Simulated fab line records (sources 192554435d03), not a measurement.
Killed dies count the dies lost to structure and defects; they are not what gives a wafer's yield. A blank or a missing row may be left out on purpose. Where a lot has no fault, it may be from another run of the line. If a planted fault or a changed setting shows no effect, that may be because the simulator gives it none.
Which tool did it? :: flow n5Finfet :: 24 lots, 72 wafers sampled, at 5 steps of a route of 1938

WHAT EACH GAUGE READ, for each wafer
N5_SDB_INSPECT_13: inspects for defects (brightfield). Usual: 66 for rawDefectCount, sd 30.
lot: L074
measured: day 3 17:32
on: defectInspect-02
rawDefectCount: 62 43 40
flag: 

lot: L075
measured: day 3 23:52
on: defectInspect-02
rawDefectCount: 69 96 106
flag: 

lot: L076
measured: day 4 06:24
on: defectInspect-01
rawDefectCount: 52 37 40
flag: 

lot: L077
measured: day 4 14:10
on: defectInspect-01
rawDefectCount: 88 82 81
flag: 

lot: L078
measured: day 4 16:18
on: defectInspect-01
rawDefectCount: 81 64 60
flag: 

lot: L079
measured: day 5 02:22
on: defectInspect-01
rawDefectCount: 52 27 33
flag: 

lot: L080
measured: day 5 10:02
on: defectInspect-02
rawDefectCount: 47 46 54
flag: 

lot: L081
measured: day 5 12:36
on: defectInspect-02
rawDefectCount: 60 54 39
flag: 

lot: L082
measured: day 5 20:05
on: defectInspect-02
rawDefectCount: 73 66 64
flag: 

lot: L083
measured: day 5 22:05
on: defectInspect-01
rawDefectCount: 51 55 34
flag: 

lot: L084
measured: day 6 05:41
on: defectInspect-02
rawDefectCount: 129 89 80
flag: 

lot: L085
measured: day 6 12:07
on: defectInspect-01
rawDefectCount: 40 91 114
flag: 

lot: L086
measured: day 6 19:44
on: defectInspect-02
rawDefectCount: 78 76 104
flag: 

lot: L087
measured: day 7 04:19
on: defectInspect-01
rawDefectCount: 78 18 34
flag: 

lot: L088
measured: day 7 06:33
on: defectInspect-02
rawDefectCount: 94 80 74
flag: 

lot: L089
measured: day 7 13:53
on: defectInspect-02
rawDefectCount: 31 29 50
flag: 

lot: L090
measured: day 7 18:50
on: defectInspect-02
rawDefectCount: 70 83 32
flag: 

lot: L091
measured: day 8 00:38
on: defectInspect-02
rawDefectCount: 66 87 122
flag: 

lot: L092
measured: day 8 04:38
on: defectInspect-02
rawDefectCount: 63 26 56
flag: 

lot: L093
measured: day 8 13:26
on: defectInspect-02
rawDefectCount: 34 34 34
flag: 

lot: L094
measured: day 8 20:02
on: defectInspect-02
rawDefectCount: 86 59 36
flag: 

lot: L095
measured: day 9 02:57
on: defectInspect-02
rawDefectCount: 44 38 57
flag: 

lot: L096
measured: day 9 04:50
on: defectInspect-02
rawDefectCount: 113 79 51
flag: 

lot: L097
measured: day 9 14:25
on: defectInspect-02
rawDefectCount: 81 132 68
flag: 

N5_HKMG_FIN_OVL_MEAS_50. Usual: NDIPOLE_OVL -0.1 nm, standard deviation 0.67.
lot: L074
measured: day 3 23:04
on: overlay-01
NDIPOLE_OVL (nm): 0.5 -0.5 -0.5
flag: 

lot: L075
measured: day 4 05:19
on: overlay-01
NDIPOLE_OVL (nm): 0.0 0.3 0.2
flag: 

lot: L076
measured: day 4 12:17
on: overlay-02
NDIPOLE_OVL (nm): 0.2 0.6 -0.1
flag: 

lot: L077
measured: day 4 20:40
on: overlay-01
NDIPOLE_OVL (nm): -0.3 1.0 0.0
flag: 

lot: L078
measured: day 4 22:34
on: overlay-01
NDIPOLE_OVL (nm): -0.2 0.6 -0.4
flag: 

lot: L079
measured: day 5 08:22
on: overlay-01
NDIPOLE_OVL (nm): -0.9 -1.3 -1.0
flag: 

lot: L080
measured: day 5 15:29
on: overlay-02
NDIPOLE_OVL (nm): -1.3 -1.4 -0.6
flag: 

lot: L081
measured: day 5 18:05
on: overlay-02
NDIPOLE_OVL (nm): -1.3 -1.1 -1.2
flag: 

lot: L082
measured: day 6 02:13
on: overlay-02
NDIPOLE_OVL (nm): -0.5 -0.7 -0.4
flag: 

lot: L083
measured: day 6 04:16
on: overlay-02
NDIPOLE_OVL (nm): 1.1 0.8 0.3
flag: 

lot: L084
measured: day 6 11:23
on: overlay-01
NDIPOLE_OVL (nm): 0.6 0.4 0.4
flag: 

lot: L085
measured: day 6 18:01
on: overlay-01
NDIPOLE_OVL (nm): 0.1 0.0 -0.6
flag: 

lot: L086
measured: day 7 01:19
on: overlay-02
NDIPOLE_OVL (nm): -0.5 -0.6 0.2
flag: 

lot: L087
measured: day 7 10:23
on: overlay-01
NDIPOLE_OVL (nm): -1.0 0.1 -1.0
flag: 

lot: L088
measured: day 7 12:13
on: overlay-02
NDIPOLE_OVL (nm): 0.0 0.3 0.9
flag: 

lot: L089
measured: day 7 19:37
on: overlay-01
NDIPOLE_OVL (nm): -0.8 0.3 -0.7
flag: 

lot: L090
measured: day 8 00:35
on: overlay-01
NDIPOLE_OVL (nm): 0.3 0.2 0.4
flag: 

lot: L091
measured: day 8 06:35
on: overlay-02
NDIPOLE_OVL (nm): -0.1 -1.6 -0.9
flag: 

lot: L092
measured: day 8 10:19
on: overlay-02
NDIPOLE_OVL (nm): 0.0 0.3 -1.2
flag: 

lot: L093
measured: day 8 19:18
on: overlay-02
NDIPOLE_OVL (nm): -0.3 -1.2 -1.4
flag: 

lot: L094
measured: day 9 01:35
on: overlay-02
NDIPOLE_OVL (nm): -0.4 0.6 0.3
flag: 

lot: L095
measured: day 9 08:33
on: overlay-02
NDIPOLE_OVL (nm): 0.7 1.0 0.7
flag: 

lot: L096
measured: day 9 12:14
on: overlay-02
NDIPOLE_OVL (nm): 0.2 -1.0 -0.1
flag: 

lot: L097
measured: day 9 20:07
on: overlay-01
NDIPOLE_OVL (nm): 0.0 -0.4 -0.6
flag: 

TOOL THAT RAN EACH LOT (tool first, then ch and the chambers of the sampled wafers, then the start)
lot: L074
N5_ILD0_CMP_03: cmp-02 ch 0,2,3, day 3 13:21
N5_SDB_HM_OPEN_20: rieDiel-03 ch 0,1,3, day 3 17:50
N5_HKMG_FIN_ALD_74: aldHk-03 ch 0,3, day 3 22:37

lot: L075
N5_ILD0_CMP_03: cmp-03 ch 0,1, day 3 19:28
N5_SDB_HM_OPEN_20: rieDiel-03 ch 0,3, day 4 00:08
N5_HKMG_FIN_ALD_74: aldHk-03 ch 0,1,3, day 4 04:52

lot: L076
N5_ILD0_CMP_03: cmp-03 ch 0,2,3, day 4 02:08
N5_SDB_HM_OPEN_20: rieDiel-01 ch 0,1,3, day 4 07:02
N5_HKMG_FIN_ALD_74: aldHk-01 ch 0,1,2, day 4 11:50

lot: L077
N5_ILD0_CMP_03: cmp-04 ch 2,3, day 4 09:46
N5_SDB_HM_OPEN_20: rieDiel-03 ch 1,3, day 4 14:35
N5_HKMG_FIN_ALD_74: aldHk-01 ch 0,1, day 4 20:06

lot: L078
N5_ILD0_CMP_03: cmp-03 ch 0,1,3, day 4 11:56
N5_SDB_HM_OPEN_20: rieDiel-01 ch 0,1,3, day 4 16:34
N5_HKMG_FIN_ALD_74: aldHk-01 ch 0,1,2, day 4 21:59

lot: L079
N5_ILD0_CMP_03: cmp-04 ch 1,2,3, day 4 21:52
N5_SDB_HM_OPEN_20: rieDiel-03 ch 0,2,3, day 5 02:46
N5_HKMG_FIN_ALD_74: aldHk-02 ch 0,2,3, day 5 07:48

lot: L080
N5_ILD0_CMP_03: cmp-03 ch 1,2,3, day 5 05:38
N5_SDB_HM_OPEN_20: rieDiel-03 ch 0,3, day 5 10:17
N5_HKMG_FIN_ALD_74: aldHk-03 ch 2,3, day 5 14:54

lot: L081
N5_ILD0_CMP_03: cmp-02 ch 0,2, day 5 08:11
N5_SDB_HM_OPEN_20: rieDiel-01 ch 0,3, day 5 12:52
N5_HKMG_FIN_ALD_74: aldHk-03 ch 0,1,3, day 5 17:38

lot: L082
N5_ILD0_CMP_03: cmp-03 ch 0,1,2, day 5 15:42
N5_SDB_HM_OPEN_20: rieDiel-01 ch 1,2, day 5 20:23
N5_HKMG_FIN_ALD_74: aldHk-03 ch 1,2,3, day 6 01:38

lot: L083
N5_ILD0_CMP_03: cmp-03 ch 1,2,3, day 5 17:56
N5_SDB_HM_OPEN_20: rieDiel-03 ch 2,3, day 5 22:41
N5_HKMG_FIN_ALD_74: aldHk-02 ch 0,3, day 6 03:41

lot: L084
N5_ILD0_CMP_03: cmp-03 ch 0,1,2, day 6 01:27
N5_SDB_HM_OPEN_20: rieDiel-05 ch 0,1,2, day 6 06:03
N5_HKMG_FIN_ALD_74: aldHk-02 ch 1,2, day 6 10:40

lot: L085
N5_ILD0_CMP_03: cmp-03 ch 1,2, day 6 07:45
N5_SDB_HM_OPEN_20: rieDiel-01 ch 0,1,3, day 6 12:27
N5_HKMG_FIN_ALD_74: aldHk-01 ch 0,1,2, day 6 17:27

lot: L086
N5_ILD0_CMP_03: cmp-03 ch 0,2,3, day 6 14:55
N5_SDB_HM_OPEN_20: rieDiel-03 ch 1,3, day 6 20:00
N5_HKMG_FIN_ALD_74: aldHk-01 ch 0,2,3, day 7 00:52

lot: L087
N5_ILD0_CMP_03: cmp-03 ch 0,1, day 6 23:57
N5_SDB_HM_OPEN_20: rieDiel-01 ch 0,1, day 7 04:34
N5_HKMG_FIN_ALD_74: aldHk-01 ch 1,2, day 7 09:56

lot: L088
N5_ILD0_CMP_03: cmp-02 ch 0,2, day 7 02:16
N5_SDB_HM_OPEN_20: rieDiel-01 ch 1,2, day 7 06:49
N5_HKMG_FIN_ALD_74: aldHk-03 ch 2,3, day 7 11:38

lot: L089
N5_ILD0_CMP_03: cmp-04 ch 0,1, day 7 09:32
N5_SDB_HM_OPEN_20: rieDiel-05 ch 2,3, day 7 14:08
N5_HKMG_FIN_ALD_74: aldHk-03 ch 1,2,3, day 7 19:02

lot: L090
N5_ILD0_CMP_03: cmp-02 ch 0,1, day 7 13:55
N5_SDB_HM_OPEN_20: rieDiel-03 ch 1,3, day 7 19:13
N5_HKMG_FIN_ALD_74: aldHk-02 ch 2,3, day 8 00:01

lot: L091
N5_ILD0_CMP_03: cmp-04 ch 0,1,3, day 7 20:14
N5_SDB_HM_OPEN_20: rieDiel-01 ch 1,2, day 8 01:16
N5_HKMG_FIN_ALD_74: aldHk-01 ch 0,1,3, day 8 06:01

lot: L092
N5_ILD0_CMP_03: cmp-04 ch 1,2, day 8 00:22
N5_SDB_HM_OPEN_20: rieDiel-01 ch 0,1,2, day 8 04:55
N5_HKMG_FIN_ALD_74: aldHk-01 ch 1,2, day 8 09:44

lot: L093
N5_ILD0_CMP_03: cmp-02 ch 1,2,3, day 8 09:11
N5_SDB_HM_OPEN_20: rieDiel-03 ch 0,3, day 8 13:42
N5_HKMG_FIN_ALD_74: aldHk-03 ch 0,1, day 8 18:51

lot: L094
N5_ILD0_CMP_03: cmp-02 ch 0,3, day 8 15:23
N5_SDB_HM_OPEN_20: rieDiel-05 ch 0,1,3, day 8 20:18
N5_HKMG_FIN_ALD_74: aldHk-02 ch 1,2,3, day 9 01:08

lot: L095
N5_ILD0_CMP_03: cmp-03 ch 0,1, day 8 21:43
N5_SDB_HM_OPEN_20: rieDiel-03 ch 0,1,3, day 9 03:16
N5_HKMG_FIN_ALD_74: aldHk-01 ch 0,2,3, day 9 07:59

lot: L096
N5_ILD0_CMP_03: cmp-02 ch 0,1,2, day 9 00:24
N5_SDB_HM_OPEN_20: rieDiel-05 ch 0,1,3, day 9 05:06
N5_HKMG_FIN_ALD_74: aldHk-03 ch 0,1,3, day 9 11:39

lot: L097
N5_ILD0_CMP_03: cmp-02 ch 0,1,3, day 9 09:33
N5_SDB_HM_OPEN_20: rieDiel-03 ch 1,2, day 9 14:49
N5_HKMG_FIN_ALD_74: aldHk-03 ch 0,1,2, day 9 19:31
- N5_ILD0_CMP_03: polishes, stops on SiNx, t overpolish 1.9 s, target thk 197.38 nm.
- N5_SDB_HM_OPEN_20: chemistry CH3F/O2, target SiNx, stops on poly-Si, target depth 24 nm.
- N5_HKMG_FIN_ALD_74: deposits La2O3, target thk 0.5 nm, pulse time 6 s, co reactant pulse time 1 s.

WHAT THE TOOLS THEMSELVES READ (means of the sampled wafers that have a number; where no wafer has one, the mark that the record gives instead)
N5_ILD0_CMP_03. Usual: motorCurrentA 12.5 A, standard deviation 1.6; overpolishRunS 1.900 s, standard deviation 0.0093; padLifeWafers 997, standard deviation 530; slurryFilterDpKPa 13.48 kPa, standard deviation 0.14; timeToEndpointS 71 s, standard deviation 4.5.
lot: L074
tool: cmp-02
motorCurrentA (A): 13.3
overpolishRunS (s): 1.892
padLifeWafers: 1497
slurryFilterDpKPa (kPa): 13.31
timeToEndpointS (s): 72
flag: 

lot: L075
tool: cmp-03
motorCurrentA (A): 12.1
overpolishRunS (s): 1.893
padLifeWafers: 930
slurryFilterDpKPa (kPa): 13.40
timeToEndpointS (s): 71
flag: 

lot: L076
tool: cmp-03
motorCurrentA (A): 11.5
overpolishRunS (s): 1.905
padLifeWafers: 991
slurryFilterDpKPa (kPa): 13.41
timeToEndpointS (s): 71
flag: 

lot: L077
tool: cmp-04
motorCurrentA (A): 14.9
overpolishRunS (s): 1.904
padLifeWafers: 332
slurryFilterDpKPa (kPa): 13.58
timeToEndpointS (s): 72
flag: 

lot: L078
tool: cmp-03
motorCurrentA (A): 11.9
overpolishRunS (s): 1.906
padLifeWafers: 1082
slurryFilterDpKPa (kPa): 13.65
timeToEndpointS (s): 76
flag: 

lot: L079
tool: cmp-04
motorCurrentA (A): 12.9
overpolishRunS (s): 1.893
padLifeWafers: 440
slurryFilterDpKPa (kPa): 13.46
timeToEndpointS (s): 70
flag: 

lot: L080
tool: cmp-03
motorCurrentA (A): 12.3
overpolishRunS (s): 1.901
padLifeWafers: 1226
slurryFilterDpKPa (kPa): 13.59
timeToEndpointS (s): 71
flag: 

lot: L081
tool: cmp-02
motorCurrentA (A): 12.3
overpolishRunS (s): 1.904
padLifeWafers: 1873
slurryFilterDpKPa (kPa): 13.61
timeToEndpointS (s): 77
flag: 

lot: L082
tool: cmp-03
motorCurrentA (A): 12.0
overpolishRunS (s): 1.890
padLifeWafers: 1316
slurryFilterDpKPa (kPa): 13.40
timeToEndpointS (s): 74
flag: 

lot: L083
tool: cmp-03
motorCurrentA (A): 12.0
overpolishRunS (s): 1.908
padLifeWafers: 1335
slurryFilterDpKPa (kPa): 13.44
timeToEndpointS (s): 73
flag: 

lot: L084
tool: cmp-03
motorCurrentA (A): 11.7
overpolishRunS (s): 1.904
padLifeWafers: 1394
slurryFilterDpKPa (kPa): 13.55
timeToEndpointS (s): 73
flag: 

lot: L085
tool: cmp-03
motorCurrentA (A): 12.3
overpolishRunS (s): 1.912
padLifeWafers: 1454
slurryFilterDpKPa (kPa): 13.40
timeToEndpointS (s): 69
flag: 

lot: L086
tool: cmp-03
motorCurrentA (A): 11.7
overpolishRunS (s): 1.905
padLifeWafers: 1544
slurryFilterDpKPa (kPa): 13.52
timeToEndpointS (s): 70
flag: 

lot: L087
tool: cmp-03
motorCurrentA (A): 11.9
overpolishRunS (s): 1.897
padLifeWafers: 1651
slurryFilterDpKPa (kPa): 13.59
timeToEndpointS (s): 71
flag: 

lot: L088
tool: cmp-02
motorCurrentA (A): 13.8
overpolishRunS (s): 1.908
padLifeWafers: 97
slurryFilterDpKPa (kPa): 13.34
timeToEndpointS (s): 64
flag: 

lot: L089
tool: cmp-04
motorCurrentA (A): 11.0
overpolishRunS (s): 1.898
padLifeWafers: 829
slurryFilterDpKPa (kPa): 13.44
timeToEndpointS (s): 70
flag: 

lot: L090
tool: cmp-02
motorCurrentA (A): 14.5
overpolishRunS (s): 1.896
padLifeWafers: 204
slurryFilterDpKPa (kPa): 13.59
timeToEndpointS (s): 63
flag: 

lot: L091
tool: cmp-04
motorCurrentA (A): 12.5
overpolishRunS (s): 1.901
padLifeWafers: 920
slurryFilterDpKPa (kPa): 13.54
timeToEndpointS (s): 72
flag: 

lot: L092
tool: cmp-04
motorCurrentA (A): 13.2
overpolishRunS (s): 1.898
padLifeWafers: 954
slurryFilterDpKPa (kPa): 13.45
timeToEndpointS (s): 70
flag: 

lot: L093
tool: cmp-02
motorCurrentA (A): 11.8
overpolishRunS (s): 1.901
padLifeWafers: 362
slurryFilterDpKPa (kPa): 13.57
timeToEndpointS (s): 69
flag: 

lot: L094
tool: cmp-02
motorCurrentA (A): 14.0
overpolishRunS (s): 1.893
padLifeWafers: 410
slurryFilterDpKPa (kPa): 13.47
timeToEndpointS (s): 69
flag: 

lot: L095
tool: cmp-03
motorCurrentA (A): 11.9
overpolishRunS (s): 1.901
padLifeWafers: 2010
slurryFilterDpKPa (kPa): 13.54
timeToEndpointS (s): 78
flag: 

lot: L096
tool: cmp-02
motorCurrentA (A): 12.6
overpolishRunS (s): 1.898
padLifeWafers: 499
slurryFilterDpKPa (kPa): 13.53
timeToEndpointS (s): 67
flag: 

lot: L097
tool: cmp-02
motorCurrentA (A): 14.1
overpolishRunS (s): 1.898
padLifeWafers: 572
slurryFilterDpKPa (kPa): 13.55
timeToEndpointS (s): 69
flag: 

N5_SDB_HM_OPEN_20. Usual: drypumpMotorCurrentA 5.6 A, standard deviation 0.52; oesProductAu 0.62 a.u., standard deviation 0.067; rfVppV 296 V, standard deviation 6; showerheadPlenumPTorr 2.00 Torr, standard deviation 0.076; throttleValvePct 16.33 %, standard deviation 0.2.
lot: L074
tool: rieDiel-03
drypumpMotorCurrentA (A): 5.7
oesProductAu (a.u.): 0.61
rfVppV (V): 295
showerheadPlenumPTorr (Torr): 1.94
throttleValvePct (%): 16.45
flag: 

lot: L075
tool: rieDiel-03
drypumpMotorCurrentA (A): 5.6
oesProductAu (a.u.): 0.61
rfVppV (V): 294
showerheadPlenumPTorr (Torr): 1.92
throttleValvePct (%): 16.50
flag: 

lot: L076
tool: rieDiel-01
drypumpMotorCurrentA (A): 5.9
oesProductAu (a.u.): 0.58
rfVppV (V): 303
showerheadPlenumPTorr (Torr): 2.04
throttleValvePct (%): 16.35
flag: 

lot: L077
tool: rieDiel-03
drypumpMotorCurrentA (A): 5.7
oesProductAu (a.u.): 0.60
rfVppV (V): 294
showerheadPlenumPTorr (Torr): 1.96
throttleValvePct (%): 16.39
flag: 

lot: L078
tool: rieDiel-01
drypumpMotorCurrentA (A): 5.9
oesProductAu (a.u.): 0.59
rfVppV (V): 304
showerheadPlenumPTorr (Torr): 2.04
throttleValvePct (%): 16.35
flag: 

lot: L079
tool: rieDiel-03
drypumpMotorCurrentA (A): 5.5
oesProductAu (a.u.): 0.59
rfVppV (V): 293
showerheadPlenumPTorr (Torr): 1.94
throttleValvePct (%): 16.45
flag: 

lot: L080
tool: rieDiel-03
drypumpMotorCurrentA (A): 5.6
oesProductAu (a.u.): 0.59
rfVppV (V): 295
showerheadPlenumPTorr (Torr): 1.92
throttleValvePct (%): 16.55
flag: 

lot: L081
tool: rieDiel-01
drypumpMotorCurrentA (A): 5.8
oesProductAu (a.u.): 0.57
rfVppV (V): 303
showerheadPlenumPTorr (Torr): 2.00
throttleValvePct (%): 16.36
flag: 

lot: L082
tool: rieDiel-01
drypumpMotorCurrentA (A): 5.6
oesProductAu (a.u.): 0.59
rfVppV (V): 296
showerheadPlenumPTorr (Torr): 1.95
throttleValvePct (%): 16.34
flag: 

lot: L083
tool: rieDiel-03
drypumpMotorCurrentA (A): 5.9
oesProductAu (a.u.): 0.62
rfVppV (V): 293
showerheadPlenumPTorr (Torr): 1.94
throttleValvePct (%): 16.43
flag: 

lot: L084
tool: rieDiel-05
drypumpMotorCurrentA (A): 5.6
oesProductAu (a.u.): 0.60
rfVppV (V): 287
showerheadPlenumPTorr (Torr): 1.96
throttleValvePct (%): 16.38
flag: 

lot: L085
tool: rieDiel-01
drypumpMotorCurrentA (A): 5.9
oesProductAu (a.u.): 0.59
rfVppV (V): 303
showerheadPlenumPTorr (Torr): 2.03
throttleValvePct (%): 16.38
flag: 

lot: L086
tool: rieDiel-03
drypumpMotorCurrentA (A): 6.1
oesProductAu (a.u.): 0.68
rfVppV (V): 293
showerheadPlenumPTorr (Torr): 1.94
throttleValvePct (%): 16.29
flag: 

lot: L087
tool: rieDiel-01
drypumpMotorCurrentA (A): 6.0
oesProductAu (a.u.): 0.60
rfVppV (V): 305
showerheadPlenumPTorr (Torr): 2.06
throttleValvePct (%): 16.40
flag: 

lot: L088
tool: rieDiel-01
drypumpMotorCurrentA (A): 5.8
oesProductAu (a.u.): 0.65
rfVppV (V): 303
showerheadPlenumPTorr (Torr): 2.08
throttleValvePct (%): 16.23
flag: 

lot: L089
tool: rieDiel-05
drypumpMotorCurrentA (A): 5.8
oesProductAu (a.u.): 0.60
rfVppV (V): 290
showerheadPlenumPTorr (Torr): 1.96
throttleValvePct (%): 16.52
flag: 

lot: L090
tool: rieDiel-03
drypumpMotorCurrentA (A): 5.7
oesProductAu (a.u.): 0.69
rfVppV (V): 294
showerheadPlenumPTorr (Torr): 1.95
throttleValvePct (%): 16.09
flag: 

lot: L091
tool: rieDiel-01
drypumpMotorCurrentA (A): 5.8
oesProductAu (a.u.): 0.66
rfVppV (V): 303
showerheadPlenumPTorr (Torr): 2.08
throttleValvePct (%): 16.24
flag: 

lot: L092
tool: rieDiel-01
drypumpMotorCurrentA (A): 5.8
oesProductAu (a.u.): 0.64
rfVppV (V): 302
showerheadPlenumPTorr (Torr): 2.08
throttleValvePct (%): 16.24
flag: 

lot: L093
tool: rieDiel-03
drypumpMotorCurrentA (A): 6.0
oesProductAu (a.u.): 0.66
rfVppV (V): 295
showerheadPlenumPTorr (Torr): 2.00
throttleValvePct (%): 16.42
flag: 

lot: L094
tool: rieDiel-05
drypumpMotorCurrentA (A): 5.1
oesProductAu (a.u.): 0.60
rfVppV (V): 291
showerheadPlenumPTorr (Torr): 2.01
throttleValvePct (%): 16.34
flag: 

lot: L095
tool: rieDiel-03
drypumpMotorCurrentA (A): 5.7
oesProductAu (a.u.): 0.68
rfVppV (V): 296
showerheadPlenumPTorr (Torr): 2.01
throttleValvePct (%): 16.21
flag: 

lot: L096
tool: rieDiel-05
drypumpMotorCurrentA (A): 5.1
oesProductAu (a.u.): 0.59
rfVppV (V): 291
showerheadPlenumPTorr (Torr): 2.01
throttleValvePct (%): 16.32
flag: 

lot: L097
tool: rieDiel-03
drypumpMotorCurrentA (A): 5.2
oesProductAu (a.u.): 0.73
rfVppV (V): 294
showerheadPlenumPTorr (Torr): 1.96
throttleValvePct (%): 15.91
flag: 

N5_HKMG_FIN_ALD_74. Usual: heaterPowerW 343 W, standard deviation 34; precursorPulseHeightRel 0.999, standard deviation 0.02.
lot: L074
tool: aldHk-03
heaterPowerW (W): 302
precursorPulseHeightRel: 0.980
flag: 

lot: L075
tool: aldHk-03
heaterPowerW (W): 302
precursorPulseHeightRel: 1.004
flag: 

lot: L076
tool: aldHk-01
heaterPowerW (W): 348
precursorPulseHeightRel: 0.993
flag: 

lot: L077
tool: aldHk-01
heaterPowerW (W): 330
precursorPulseHeightRel: 1.009
flag: 

lot: L078
tool: aldHk-01
heaterPowerW (W): 344
precursorPulseHeightRel: 0.974
flag: 

lot: L079
tool: aldHk-02
heaterPowerW (W): 364
precursorPulseHeightRel: 0.998
flag: 

lot: L080
tool: aldHk-03
heaterPowerW (W): 333
precursorPulseHeightRel: 1.001
flag: 

lot: L081
tool: aldHk-03
heaterPowerW (W): 299
precursorPulseHeightRel: 1.000
flag: 

lot: L082
tool: aldHk-03
heaterPowerW (W): 317
precursorPulseHeightRel: 1.005
flag: 

lot: L083
tool: aldHk-02
heaterPowerW (W): 370
precursorPulseHeightRel: 1.007
flag: 

lot: L084
tool: aldHk-02
heaterPowerW (W): 337
precursorPulseHeightRel: 1.003
flag: 

lot: L085
tool: aldHk-01
heaterPowerW (W): 348
precursorPulseHeightRel: 1.001
flag: 

lot: L086
tool: aldHk-01
heaterPowerW (W): 369
precursorPulseHeightRel: 0.995
flag: 

lot: L087
tool: aldHk-01
heaterPowerW (W): 348
precursorPulseHeightRel: 0.986
flag: 

lot: L088
tool: aldHk-03
heaterPowerW (W): 335
precursorPulseHeightRel: 1.003
flag: 

lot: L089
tool: aldHk-03
heaterPowerW (W): 323
precursorPulseHeightRel: 0.996
flag: 

lot: L090
tool: aldHk-02
heaterPowerW (W): 360
precursorPulseHeightRel: 1.010
flag: 

lot: L091
tool: aldHk-01
heaterPowerW (W): 372
precursorPulseHeightRel: 0.978
flag: 

lot: L092
tool: aldHk-01
heaterPowerW (W): 348
precursorPulseHeightRel: 0.987
flag: 

lot: L093
tool: aldHk-03
heaterPowerW (W): 307
precursorPulseHeightRel: 0.985
flag: 

lot: L094
tool: aldHk-02
heaterPowerW (W): 351
precursorPulseHeightRel: 1.012
flag: 

lot: L095
tool: aldHk-01
heaterPowerW (W): 381
precursorPulseHeightRel: 0.999
flag: 

lot: L096
tool: aldHk-03
heaterPowerW (W): 304
precursorPulseHeightRel: 0.994
flag: 

lot: L097
tool: aldHk-03
heaterPowerW (W): 319
precursorPulseHeightRel: 1.011
flag: 

THE ANSWER, worked out from the rows above alone
Rule: lot off if the mean of its wafers having a number is beyond 3 standard deviations from the usual mean. A lot without any number at a reading at which 4 lots or more have one is off too. The other lots that the step has rows for count as sound. Order of review: gauges by route order, followed by the tools' own readings, for which a lot's mean as printed above is used. The first step at which some lot is off is used, and at that step the reading that is off furthest; a lot without a number counts as furthest.
No lot is off on any of the readings shown, so nothing can be concluded from this.

WHAT HAD BEEN PUT IN BY THE SIMULATOR
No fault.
